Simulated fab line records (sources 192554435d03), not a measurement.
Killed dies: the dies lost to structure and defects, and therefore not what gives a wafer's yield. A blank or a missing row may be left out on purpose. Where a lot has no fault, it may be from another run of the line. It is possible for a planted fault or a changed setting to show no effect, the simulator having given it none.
Lot-split experiment	flow n5-finfet	21 wafers read across 7 lots, on a route 1938 steps long

SPLIT DETAILS
At N5_BEOL_M8_PEB_09 (peb time 60 s), the setting peb-time-s was moved away from the recipe's 60 s on 8 of the 21 wafers read, by -21.1% to +19.9%. For the rest of the wafers, this setting stayed at what the recipe calls for.

FROM THE SPLIT TO THE READING: what the file shows between them, 14 steps
- N5_BEOL_M8_DEVELOP_10: develop time 30 s
- N5_BEOL_M8_CD_MEAS_11: target cd 38.5 nm
- N5_BEOL_M8_DESCUM_16: chemistry O2, time 7.9 s (also split here: time-s)
- N5_BEOL_M8_ETCH_61: etches SiARC in CF4, target depth 45.5 nm, time 75.8 s
- N5_BEOL_M8_ETCH_62: etches SOC in N2/H2, target depth 110 nm, overetch 22 nm, time 165 s
- N5_BEOL_M8_STRIP_68: strips in N2/H2
- N5_BEOL_M8_STRIP_67: strips in CF4
- N5_BEOL_M8_HM_OPEN_17: chemistry Cl2/BCl3, target TiN, target depth 20 nm, overetch 6 nm
- N5_BEOL_M8_STRIP_19: strips in O2
- N5_BEOL_M8_CD_MEAS_18: pitch 80 nm, target cd 40 nm
- N5_BEOL_M8_COAT_63: time 60 s, resist thk 60 nm
- N5_BEOL_M8_COAT_64: time 60 s, resist thk 12 nm
- N5_BEOL_M8_PRECLEAN_42: cleans in residue remover, time 60 s
- N5_BEOL_M8_SRD_43: time 30 s

THE READING
cd-nm, in nm, at N5_BEOL_M8_CD_MEAS_35 (target cd 40 nm). A value of 39.6 nm with a standard deviation of 0.95 nm is what fault-free wafers of this fab line usually give.

wafer	tool, chamber at the split	peb-time-s as run, s	against the recipe	cd-nm, nm	against lot-mates on the recipe
L079.3	litho-track-05, 0	60	recipe	40.4	-
L079.4	litho-track-05, 0	52.95	-11.7%	35.8	-4.6
L079.6	litho-track-05, 0	60	recipe	40.4	-
L081.1	litho-track-04, 0	60	recipe	40.1	-
L081.2	litho-track-04, 0	60	recipe	40.6	-
L081.4	litho-track-04, 0	60	recipe	39.8	-
L088.1	litho-track-01, 0	54.52	-9.1%	37.2	no lot-mate on the recipe
L088.3	litho-track-01, 0	54.52	-9.1%	37.0	no lot-mate on the recipe
L088.4	litho-track-01, 0	54.52	-9.1%	37.0	no lot-mate on the recipe
L091.2	litho-track-05, 0	47.32	-21.1%	33.5	-6.4
L091.3	litho-track-05, 0	60	recipe	39.9	-
L091.5	litho-track-05, 0	47.32	-21.1%	34.0	-5.9
L094.3	litho-track-04, 0	60	recipe	40.3	-
L094.4	litho-track-04, 0	60	recipe	41.2	-
L094.6	litho-track-04, 0	60	recipe	40.7	-
L096.3	litho-track-01, 0	60	recipe	39.0	-
L096.4	litho-track-01, 0	60	recipe	39.8	-
L096.6	litho-track-01, 0	60	recipe	39.2	-
L095.2	litho-track-04, 0	60	recipe	41.4	-
L095.3	litho-track-04, 0	71.95	+19.9%	43.8	+2.4
L095.6	litho-track-04, 0	71.95	+19.9%	43.2	+1.8

FIT RESULTS
A straight line over all 21 wafers: cd-nm changes by +0.252 nm for each +1% of peb-time-s; r = +0.95; the points scatter about the line by 0.87 nm.
The same after taking each lot's own level away (the mean of its wafers on the recipe; 18 wafers): +0.214 nm for each +1%; r = +0.92; scatter 0.97 nm.
That fit puts the effect of the largest move of peb-time-s on the reading at 4.5 nm.
Measured against the standard deviation above, the lots' own levels, which go from 39.33 to 41.40 nm, span 2.2 times it.
Hence the slope depends on the lot-to-lot level, as the two fits are not the same.
Check: with one of the wafers moved furthest among these (-21.1%) left out of the fit, the line predicts -4.52 nm for it against its lot-mates. It came out at -6.4 nm against them.

OTHER SPLITS APPLIED TO THESE WAFERS
Before the reading, these wafers also passed through other splits. Each is held against what the fit with the lots' levels taken away leaves over:
other split on the same wafers	wafers away from the commonest value	r with cd-nm (lot level and that fit taken away)
N5_BEOL_M5_EXPOSE_25 dose-mj	7	+0.03
N5_BEOL_M7_PECVD_70 time-s	5	+0.06
N5_BEOL_M7_ETCH_66 bias-w	8	+0.50
N5_BEOL_M8_DESCUM_16 time-s	6	-0.01

THE WHOLE CHAIN: every reading that the file lists as answering this split, in the file's order
step	what it does	reading	change (the file's fit)	r (the file's)
N5_BEOL_M8_CD_MEAS_11	target cd 38.5 nm	cd-nm	+0.242 nm for each +1% of the setting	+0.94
N5_BEOL_M8_ETCH_61	etches SiARC in CF4, target depth 45.5 nm, time 75.8 s	BEOL_M8.cd-offset-nm (the simulator's own value, which no gauge read)	+0.239 nm for each +1% of the setting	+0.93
N5_BEOL_M8_ETCH_62	etches SOC in N2/H2, target depth 110 nm, overetch 22 nm, time 165 s	BEOL_M8.cd-offset-nm (the simulator's own value, which no gauge read)	+0.233 nm for each +1% of the setting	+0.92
N5_BEOL_M8_CD_MEAS_18	pitch 80 nm, target cd 40 nm	cd-nm	+0.248 nm for each +1% of the setting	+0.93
N5_BEOL_M8_CD_MEAS_35	target cd 40 nm	cd-nm	+0.23 nm for each +1% of the setting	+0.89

FILE'S OWN FIT
cd-nm changes by +0.23 nm for each +1% of peb-time-s, r = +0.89.
